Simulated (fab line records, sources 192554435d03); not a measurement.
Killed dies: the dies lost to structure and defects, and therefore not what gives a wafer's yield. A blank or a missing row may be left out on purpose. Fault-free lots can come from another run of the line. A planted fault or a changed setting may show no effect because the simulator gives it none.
Which tool was responsible? ; flow n5Finfet ; Sampling: 24 lots, 72 wafers, 3 of 1938 route steps

WHAT THE GAUGES SHOWED, per wafer
N5_BEOL_M15_THK_MEAS_01. Usual: M15_ILD_THK gives 1639 nm (standard deviation 22).
lot;measured;on;M15_ILD_THK (nm);flag
L074;day 11 00:10;filmMetro-01;1611 1653 1639;
L076;day 11 02:50;filmMetro-02;1649 1672 1669;
L075;day 11 18:21;filmMetro-01;1619 1669 1644;
L077;day 12 04:19;filmMetro-02;1640 1629 1636;
L078;day 12 11:13;filmMetro-02;1625 1622 1637;
L079;day 12 10:59;filmMetro-02;1670 1675 1644;
L081;day 12 16:32;filmMetro-01;1657 1621 1661;
L080;day 13 07:02;filmMetro-01;1603 1657 1621;
L082;day 13 08:55;filmMetro-01;1629 1590 1610;
L083;day 13 13:35;filmMetro-01;1622 1654 1650;
L084;day 14 00:11;filmMetro-01;1611 1623 1627;
L086;day 14 03:25;filmMetro-01;1642 1661 1667;
L088;day 14 12:38;filmMetro-02;1631 1625 1656;
L087;day 14 13:42;filmMetro-01;1594 1592 1603;
L085;day 14 20:13;filmMetro-02;1622 1629 1652;
L089;day 15 05:05;filmMetro-01;1615 1587 1606;
L091;day 15 14:06;filmMetro-02;1627 1645 1643;
L093;day 16 05:05;filmMetro-01;1621 1645 1648;
L090;day 16 05:18;filmMetro-01;1619 1617 1635;
L092;day 16 10:29;filmMetro-02;1657 1663 1673;
L094;day 16 19:41;filmMetro-02;1664 1634 1651;
L095;day 17 01:15;filmMetro-01;1631 1676 1648;
L096;day 17 05:48;filmMetro-02;1645 1646 1642;
L097;day 17 13:35;filmMetro-02;1620 1653 1650;

WHICH TOOL RAN EACH LOT (tool, then ch and the chambers of the sampled wafers, then the start)
lot;N5_BEOL_M14_ETCH_59;N5_BEOL_M14_PRE_CLEAN_42
L074;rieDiel-04 ch 0,2, day 10 18:16;pvdSputter-02, day 10 22:36
L076;rieDiel-04 ch 0,3, day 10 21:40;pvdSputter-03, day 11 00:17
L075;rieDiel-04 ch 0,3, day 11 10:07;pvdSputter-03, day 11 16:42
L077;rieDiel-05 ch 0,1,3, day 11 21:56;pvdSputter-02, day 12 02:44
L078;rieDiel-02 ch 1,2, day 12 05:43;pvdSputter-01, day 12 08:47
L079;rieDiel-05 ch 1,3, day 12 06:13;pvdSputter-02, day 12 08:50
L081;rieDiel-02 ch 0,2, day 12 10:14;pvdSputter-02, day 12 14:17
L080;rieDiel-02 ch 1,2,3, day 13 00:45;pvdSputter-03, day 13 05:19
L082;rieDiel-02 ch 1,2,3, day 13 01:43;pvdSputter-03, day 13 05:38
L083;rieDiel-04 ch 1,2,3, day 13 08:04;pvdSputter-01, day 13 11:46
L084;rieDiel-04 ch 1,2, day 13 16:08;pvdSputter-01, day 13 21:47
L086;rieDiel-04 ch 0,3, day 13 19:44;pvdSputter-03, day 14 01:52
L088;rieDiel-04 ch 0,2, day 14 05:17;pvdSputter-01, day 14 11:06
L087;rieDiel-05 ch 1,2,3, day 14 07:45;pvdSputter-02, day 14 11:42
L085;rieDiel-02 ch 0,3, day 14 13:15;pvdSputter-03, day 14 18:41
L089;rieDiel-02 ch 1,2,3, day 14 21:58;pvdSputter-01, day 15 03:32
L091;rieDiel-05 ch 1,2,3, day 15 09:50;pvdSputter-01, day 15 12:26
L093;rieDiel-02 ch 0,1,3, day 15 20:53;pvdSputter-02, day 16 03:32
L090;rieDiel-04 ch 0,1,2, day 15 23:22;pvdSputter-03, day 16 03:44
L092;rieDiel-02 ch 0,2,3, day 16 05:23;pvdSputter-01, day 16 08:50
L094;rieDiel-05 ch 0,1,2, day 16 16:14;pvdSputter-03, day 16 18:09
L095;rieDiel-04 ch 1,2,3, day 16 20:46;pvdSputter-03, day 16 23:42
L096;rieDiel-04 ch 1,2, day 17 01:13;pvdSputter-02, day 17 04:16
L097;rieDiel-05 ch 0,2,3, day 17 05:59;pvdSputter-02, day 17 11:39
- N5_BEOL_M14_ETCH_59: etches BARC in N2/H2, target depth 89 nm, overetch 26.7 nm, time 67.9 s.
- N5_BEOL_M14_PRE_CLEAN_42: time 30 s.

WHAT THE TOOLS THEMSELVES READ (means of the sampled wafers that have a number; where no wafer has one, the mark that the record gives instead)
N5_BEOL_M14_ETCH_59. Usual: drypumpMotorCurrentA 5.7 A, standard deviation 0.4; oesProductAu 0.70 a.u., standard deviation 0.073; rfVppV 523.6 V, standard deviation 2.9; showerheadPlenumPTorr 2.54 Torr, standard deviation 0.11; throttleValvePct 17.81 %, standard deviation 0.26.
lot;tool;drypumpMotorCurrentA (A);oesProductAu (a.u.);rfVppV (V);showerheadPlenumPTorr (Torr);throttleValvePct (%);flag
L074;rieDiel-04;5.4;0.62;523.5;2.58;18.30;
L076;rieDiel-04;5.7;0.73;525.2;2.63;17.79;
L075;rieDiel-04;5.8;0.72;525.6;2.62;17.80;
L077;rieDiel-05;5.6;0.70;525.5;2.58;17.85;
L078;rieDiel-02;5.7;0.77;523.3;2.54;17.77;
L079;rieDiel-05;5.7;0.70;523.5;2.53;18.08;
L081;rieDiel-02;5.9;0.64;520.8;2.44;17.84;
L080;rieDiel-02;6.0;0.69;524.6;2.54;17.82;
L082;rieDiel-02;6.0;0.69;523.5;2.54;17.82;
L083;rieDiel-04;5.6;0.71;523.9;2.53;17.73;
L084;rieDiel-04;5.4;0.73;524.1;2.54;17.95;
L086;rieDiel-04;5.9;0.71;524.8;2.53;17.64;
L088;rieDiel-04;5.4;0.75;523.3;2.57;18.03;
L087;rieDiel-05;5.7;0.65;522.0;2.47;18.00;
L085;rieDiel-02;6.4;0.81;524.2;2.58;17.51;
L089;rieDiel-02;6.0;0.76;523.4;2.53;17.72;
L091;rieDiel-05;5.8;0.64;522.3;2.46;18.02;
L093;rieDiel-02;6.2;0.76;524.8;2.60;17.61;
L090;rieDiel-04;5.5;0.73;526.0;2.60;17.86;
L092;rieDiel-02;6.1;0.76;524.0;2.57;17.63;
L094;rieDiel-05;5.6;0.64;522.1;2.50;17.81;
L095;rieDiel-04;5.6;0.75;522.5;2.52;17.65;
L096;rieDiel-04;5.4;0.76;523.2;2.56;17.67;
L097;rieDiel-05;5.4;0.67;520.3;2.45;17.86;

N5_BEOL_M14_PRE_CLEAN_42. Usual: heaterPowerW 463 W, standard deviation 49.
lot;tool;heaterPowerW (W);flag
L074;pvdSputter-02;514;
L076;pvdSputter-03;489;
L075;pvdSputter-03;489;
L077;pvdSputter-02;508;
L078;pvdSputter-01;439;
L079;pvdSputter-02;502;
L081;pvdSputter-02;522;
L080;pvdSputter-03;467;
L082;pvdSputter-03;463;
L083;pvdSputter-01;404;
L084;pvdSputter-01;449;
L086;pvdSputter-03;445;
L088;pvdSputter-01;399;
L087;pvdSputter-02;499;
L085;pvdSputter-03;467;
L089;pvdSputter-01;409;
L091;pvdSputter-01;416;
L093;pvdSputter-02;513;
L090;pvdSputter-03;475;
L092;pvdSputter-01;400;
L094;pvdSputter-03;473;
L095;pvdSputter-03;471;
L096;pvdSputter-02;487;
L097;pvdSputter-02;531;

THE ANSWER, worked out from the rows above alone
Rule: take the mean of a lot's wafers that have a number; if it is more than 3 standard deviations from the usual mean, the lot is off. A lot without any number at a reading at which 4 lots or more have one is off too. The other lots that the step has rows for count as sound. The gauges are gone through in route order, then the tools' own readings, and for those a lot's mean is taken as printed above. At the first step where some lot is off, the reading lying furthest off is the one used; lots without a number count as furthest.
None of the lots is off at any reading shown; this tells nothing.

WHAT HAD BEEN PUT IN BY THE SIMULATOR
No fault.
